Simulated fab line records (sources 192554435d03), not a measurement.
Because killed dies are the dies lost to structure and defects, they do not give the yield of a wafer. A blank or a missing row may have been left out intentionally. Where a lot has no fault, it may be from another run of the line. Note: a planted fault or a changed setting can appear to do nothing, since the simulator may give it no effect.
Which tool is to blame? | flow n5-finfet | 27 wafers from 9 lots sampled at 5 of the route's 1938 steps

WHAT THE GAUGES READ, wafer by wafer
N5_BEOL_M4_RC_MEAS_101.
lot  | measured     | on        | DIBL_N (mV/V)
L147 | day 8 08:34  | prober-01 | 33.3 35.6 36.5
L148 | day 8 08:26  | prober-02 | 35.7 37.5 38.0
L149 | day 8 10:38  | prober-01 | 36.1 33.8 35.9
L156 | day 10 01:16 | prober-01 | 33.5 33.4 34.9
L159 | day 11 01:03 | prober-02 | 36.9 39.5 36.4
L161 | day 11 03:08 | prober-01 | 35.9 34.9 35.9
L168 | day 13 15:43 | prober-01 | 38.5 37.8 38.0
L169 | day 13 21:12 | prober-01 | 35.9 35.2 35.2
L170 | day 13 22:56 | prober-02 | 36.5 36.8 36.4

EACH LOT AND THE TOOL THAT RAN IT (in order: tool; ch and the chambers of the sampled wafers; start)
lot  | N5_MOL_CONTACT_COAG_ETCH_110       | N5_MOL_CONTACT_COAG_IMPLANT_129 | N5_MOL_CONTACT_COAG_ALD_20         | N5_MOL_CONTACT_COAG_PRE_CLEAN_141
L147 | rie-diel-05 ch 0,1, day 4 17:35    | implanter-02 ch 0, day 4 17:44  | ald-metal-04 ch 0,1,3, day 4 18:17 | pvd-sputter-02, day 4 19:54
L148 | rie-diel-02 ch 0,2,3, day 5 01:29  | implanter-01 ch 0, day 5 01:41  | ald-metal-02 ch 0,2,3, day 5 04:21 | pvd-sputter-03, day 5 05:22
L149 | rie-diel-02 ch 0,2,3, day 5 03:04  | implanter-02 ch 0, day 5 03:16  | ald-metal-03 ch 0,1,2, day 5 04:44 | pvd-sputter-01, day 5 07:35
L156 | rie-diel-02 ch 0,1,3, day 6 20:29  | implanter-01 ch 0, day 6 20:39  | ald-metal-04 ch 0,2, day 6 21:20   | pvd-sputter-01, day 6 23:11
L159 | rie-diel-05 ch 1,3, day 7 20:22    | implanter-01 ch 0, day 7 20:31  | ald-metal-02 ch 1,2,3, day 7 21:08 | pvd-sputter-02, day 7 22:34
L161 | rie-diel-04 ch 1,2, day 8 08:58    | implanter-01 ch 0, day 8 09:08  | ald-metal-02 ch 0,1, day 8 10:05   | pvd-sputter-01, day 8 10:59
L168 | rie-diel-05 ch 0,1, day 9 22:38    | implanter-02 ch 0, day 9 22:49  | ald-metal-03 ch 1,2,3, day 9 23:22 | pvd-sputter-02, day 10 00:47
L169 | rie-diel-04 ch 0,2, day 10 03:00   | implanter-02 ch 0, day 10 03:13 | ald-metal-02 ch 0,1, day 10 03:44  | pvd-sputter-02, day 10 04:41
L170 | rie-diel-05 ch 0,1,3, day 10 13:31 | implanter-02 ch 0, day 10 13:45 | ald-metal-04 ch 0,3, day 10 16:33  | pvd-sputter-01, day 10 17:09
- N5_MOL_CONTACT_COAG_ETCH_110: etches Si in CF4/O2, target depth 2.5 nm, time 8 s.
- N5_MOL_CONTACT_COAG_IMPLANT_129
- N5_MOL_CONTACT_COAG_ALD_20: deposits TiN, target thk 1.5 nm, pulse time 1 s, purge time 3 s.
- N5_MOL_CONTACT_COAG_PRE_CLEAN_141: time 60 s.

THE ANSWER, worked out from the rows above alone
Rule: the usual values come from the lots themselves. The widest of any qualifying gaps counts: lots, ordered by their means at a reading, are off when they make up no more than a third of the lots, leave a main group of 4 or more, and stand apart from it by 3 or more times the standard deviation of that group's means. If all means in a main group match to the digits the tables above print for the reading, that group is not used. Also off: a lot with no number at a reading for which 4 or more lots have one. The other lots that the step has rows for count as sound.
No lot is off at any reading shown: from this, nothing can be told.

WHAT WAS PUT IN BY THE SIMULATOR
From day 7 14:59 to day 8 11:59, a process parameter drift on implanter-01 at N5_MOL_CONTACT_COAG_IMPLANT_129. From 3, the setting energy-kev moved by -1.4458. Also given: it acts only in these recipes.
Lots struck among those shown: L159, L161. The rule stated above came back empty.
